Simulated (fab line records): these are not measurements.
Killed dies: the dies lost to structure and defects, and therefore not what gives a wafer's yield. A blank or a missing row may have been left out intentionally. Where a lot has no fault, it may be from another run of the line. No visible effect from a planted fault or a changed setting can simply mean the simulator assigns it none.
A lot that was struck, set against a sound lot || flow n5_finfet || 41 steps out of a route of 1938
Sound: the wafers L266.2, L266.5, L266.6. Struck: wafer L271.3; the same lot's L271.1 was not struck, so it is left out; see the end for the cause.
Per side, at each step with rows, come the tool, then ch with its chambers, and then its first start. Under that, the readings that differ: sound wafers || struck wafers || difference of the means || sigmas: that difference in standard deviations of wafers without a fault.
alike: readings with means less than 2 such deviations apart, plus words and numbers identical on both sides. not compared: withheld readings, readings lacking a value on some wafer, bounds such as >300 that could conceal the same value, and numbers that have no deviation in the record and whose values overlap.
The two part at a step that has a row with sigmas, a row that says differs or no value, or rows on one side only. Numbers that don't overlap but have no deviation are shown without sigmas and don't part them. A reading missing from all wafers of one side parts the sides only when that side holds two or more wafers.

first, 11 steps without rows for these wafers: N5_GATE_CUT_ETCHBACK_00 (etches W in SF6/Cl2); N5_GATE_CUT_ETCH_56 (etches TiN in Cl2/Ar, target depth 21.6 nm); N5_GATE_CUT_ETCHBACK_30 (etches TiN in Cl2/Ar, target depth 3 nm); N5_GATE_CUT_VAPOR_ETCH_60 (etches HfO2 in BCl3/Cl2); N5_GATE_CUT_ETCH_58 (etches SiNx in CH3F/O2, target depth 17 nm, time 128.6 s); N5_GATE_CUT_STRIP_59 (strips in N2/H2, time 20 s); N5_GATE_CUT_PRECLEAN_31 (cleans in DIW, time 300 s); N5_GATE_CUT_SRD_32 (time 30 s); N5_GATE_CUT_SAC_CAP_01 (material SiNx, target thk 24 nm, pulse time 1 s, ald cycles 480); N5_GATE_CUT_PECVD_57 (deposits SiNx from SiH4/NH3/N2, target thk 21 nm); N5_GATE_CUT_CMP_02 (polishes, stops on SiO2, t overpolish 12.7 s, target thk 0 nm).
N5_GATE_CUT_HM_DEP_46: deposits SiO2 from TEOS/O2, target thk 130 nm, time 26.6 s.
  sound on pecvd-04 ch 1,2, day 5 14:13; struck on pecvd-01 ch 2, day 6 18:06
{"reading": "heater_power_outer_w (W)", "sound": "428 444 409", "struck": 289, "difference": -138, "sigmas": -2}
{"reading": "heater_power_w (W)", "sound": "766 756 787", "struck": 514, "difference": -256, "sigmas": -2}
{"reading": "model.SiO2_of_GATE_CUT_HM_DEP_46.thk_nm (nm)", "sound": "129 129.8 131.2", "struck": 104.2, "difference": -25.8, "sigmas": ""}
  alike: showerhead_plenum_p_Torr, throttle_valve_pct
  not compared: susceptor_temp_C
then, 15 steps without rows for these wafers: N5_GATE_CUT_COAT_34 (time 60 s, resist thk 60 nm); N5_GATE_CUT_COAT_35 (time 60 s, resist thk 10 nm); N5_GATE_CUT_COAT_27 (time 60 s, resist thk 10 nm); N5_GATE_CUT_COAT_07 (resist thk 30 nm); N5_GATE_CUT_EBR_09; N5_GATE_CUT_SOFTBAKE_08 (time 60 s); N5_GATE_CUT_EXPOSE_10 (exposes mask GATE CUT, target cd 20 nm); N5_GATE_CUT_PEB_11 (peb time 60 s); N5_GATE_CUT_DEVELOP_12 (develop time 30 s); N5_GATE_CUT_DESCUM_18 (chemistry O2, time 7 s); N5_GATE_CUT_ETCH_28 (etches underlayer in N2/H2, target depth 13 nm, time 10.4 s); N5_GATE_CUT_ETCH_36 (etches SiARC in CF4, target depth 13 nm, time 21.7 s); N5_GATE_CUT_ETCH_37 (etches SOC in N2/H2, target depth 60 nm, overetch 12 nm, time 90 s); N5_GATE_CUT_STRIP_38 (strips in N2/H2); N5_GATE_CUT_STRIP_39 (strips in N2/H2).
N5_GATE_CUT_HM_OPEN_40: chemistry C4F6/O2, target SiO2, target depth 139 nm, time 85.1 s.
  sound on rie_diel-04 ch 0,1,2, day 5 14:51; struck on rie_diel-04 ch 1, day 6 18:52
{"reading": "etch_rf_on_time_s (s)", "sound": "92.7 93.7 94.9", "struck": 75.9, "difference": -17.9, "sigmas": -10}
{"reading": "model.etch.depth_nm (nm)", "sound": "129 129.8 131.1", "struck": 104.1, "difference": -25.9, "sigmas": ""}
{"reading": "model.SOC_of_GATE_CUT_COAT_34.thk_nm (nm)", "sound": "33.4 32.4 32.4", "struck": 38.2, "difference": "+5.5", "sigmas": ""}
  alike: drypump_motor_current_A, oes_product_au, rf_vpp_V, showerhead_plenum_p_Torr, throttle_valve_pct
  not compared: rf_hours_counter_h
then, 10 steps without rows for these wafers: N5_GATE_CUT_STRIP_41 (strips in CF4); N5_GATE_CUT_STRIP_42 (strips in O2); N5_GATE_CUT_ETCH_19 (etches SiNx in CH3F/O2, target depth 53.7 nm, time 76.7 s); N5_GATE_CUT_CUT_ETCH_53 (etches W in SF6/Cl2, target depth 79.2 nm); N5_GATE_CUT_CUT_ETCH_54 (etches TiN in Cl2/BCl3, target depth 96.7 nm); N5_GATE_CUT_CUT_ETCH_55 (etches HfO2 in BCl3, target depth 3.2 nm); N5_GATE_CUT_ETCH_47 (etches SiO2 in Cl2/BCl3, target depth 10 nm); N5_GATE_CUT_VAPOR_ETCH_48 (etches TiN in BCl3/Cl2); N5_GATE_CUT_VAPOR_ETCH_49 (etches TiAlC in BCl3/Cl2); N5_GATE_CUT_VAPOR_ETCH_51 (etches HfO2 in BCl3/Cl2).
N5_GATE_CUT_THK_MEAS_24:
  struck on film_metro-02, day 6 21:19; sound on film_metro-02, day 5 17:22
{"reading": "GC_FILL_THK (nm)", "sound": "217.6 219.7 220.9", "struck": 193.4, "difference": -26.0, "sigmas": -14}
N5_GATE_CUT_CMP_43: polishes SiO2.
  sound on cmp-02 ch 0,1, day 5 17:24; struck on cmp-01 ch 3, day 6 21:25
{"reading": "model.SiO2_of_GATE_CUT_HM_DEP_46.thk_nm (nm)", "sound": "5 5 5", "struck": 3.8, "difference": -1.2, "sigmas": ""}
  alike: motor_current_A
-- the record jumps here: 4 days lie between the struck wafers' starts before and after (it left off in module GATE_CUT and takes up again in module BEOL_M4, whose first step shown is number 1111 of the route) --
N5_BEOL_M4_RC_MEAS_101:
  sound on prober-02 ch 0, day 9 11:02; struck on prober-01 ch 0, day 11 02:23
{"reading": "DIBL_N (mV/V)", "sound": "32.9 35.6 35.2", "struck": 39.7, "difference": "+5.1", "sigmas": "+3"}
{"reading": "DIBL_P (mV/V)", "sound": "32.1 35.7 36.3", "struck": 40.7, "difference": "+6.0", "sigmas": "+2"}
{"reading": "IOFF_N (nA/um)", "sound": "0.10 0.15 0.14", "struck": 0.24, "difference": "+0.11", "sigmas": "+3"}
{"reading": "IOFF_P (nA/um)", "sound": "0.13 0.18 0.18", "struck": 0.26, "difference": "+0.10", "sigmas": "+3"}
{"reading": "ION_N (uA/um)", "sound": "644 671 648", "struck": 690, "difference": "+36", "sigmas": "+3"}
{"reading": "SS_N (mV/dec)", "sound": "70.9 71.2 70.9", "struck": 73.6, "difference": "+2.6", "sigmas": "+4"}
{"reading": "SS_P (mV/dec)", "sound": "71.7 72.7 73.5", "struck": 74.4, "difference": "+1.8", "sigmas": "+3"}
{"reading": "VT_N (mV)", "sound": "258 250 256", "struck": 244, "difference": -11, "sigmas": -3}
{"reading": "VT_P (mV)", "sound": "-255.2 -252.0 -254.4", "struck": -248.0, "difference": "+5.9", "sigmas": "+2"}
  alike: ION_P

== WHERE THEY PART ==
At N5_GATE_CUT_HM_DEP_46 first; at N5_BEOL_M4_RC_MEAS_101 last (within this record only).

WHY: what had been put in by the simulator
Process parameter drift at N5_GATE_CUT_HM_DEP_46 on pecvd-01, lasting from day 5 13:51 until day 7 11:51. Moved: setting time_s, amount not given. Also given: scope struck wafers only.
